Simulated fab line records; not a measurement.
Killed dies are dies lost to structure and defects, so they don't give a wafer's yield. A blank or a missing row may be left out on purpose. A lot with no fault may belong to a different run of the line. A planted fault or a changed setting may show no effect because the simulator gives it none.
Matching of chambers + flow n5 finfet + uv cure-02 running N5_BEOL_M5_CURE_80: 3 sister chambers
The step cures SiCOH lowk, time 120 s. 3 wafers are shown with their chamber, then 11 later ones without.

WAFERS, EACH WITH ITS CHAMBER
| wafer  | chamber | wafer_temp_C_max |
|--------|---------|------------------|
| L078.4 | 0       | 370.5            |
| L087.6 | 1       | 372.5            |
| L094.1 | 2       | 370.9            |

WAFERS WITHOUT THEIR CHAMBER
| wafer  | wafer_temp_C_max |
|--------|------------------|
| L094.5 | 370.9            |
| L094.6 | 371.3            |
| L094.2 | 370.9            |
| L094.3 | 371.0            |
| L094.4 | 371.0            |
| L092.2 | 370.7            |
| L092.3 | 371.1            |
| L092.6 | 371.2            |
| L095.1 | 370.9            |
| L095.4 | 371.1            |
| L095.5 | 371.5            |

THE CHAMBER EACH PASSED THROUGH
| wafer  | from the rows above          | in truth |
|--------|------------------------------|----------|
| L094.5 | can't be placed: 2 or 0      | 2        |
| L094.6 | can't be placed: 2 or 0      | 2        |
| L094.2 | can't be placed: 2 or 0      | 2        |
| L094.3 | can't be placed: 2 or 0      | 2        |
| L094.4 | can't be placed: 2 or 0      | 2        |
| L092.2 | can't be placed: 0 or 2      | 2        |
| L092.3 | can't be placed: 2 or 0      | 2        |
| L092.6 | can't be placed: 2 or 0      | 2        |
| L095.1 | can't be placed: 2 or 0      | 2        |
| L095.4 | can't be placed: 2 or 0      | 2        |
| L095.5 | can't be placed: 2 or 0 or 1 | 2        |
Placed correctly: 0 of 11. From these rows, 11 cannot be placed; in 11 the true chamber is one of the candidates. 0 placed wrongly.
How it was worked out, from the rows above alone: a wafer's distance from a chamber is the root of the sum, over the readings, of the square of ((its reading less the chamber's mean) divided by the reading's scatter). The wafer belongs to the nearest chamber; if the next one is less than 2 further off, it can't be placed. A chamber's mean is the mean of its shown wafers. The scatter (one wafer shown for each chamber): square how far every hidden wafer sits from the nearest shown wafer, average those squares and take the square root.
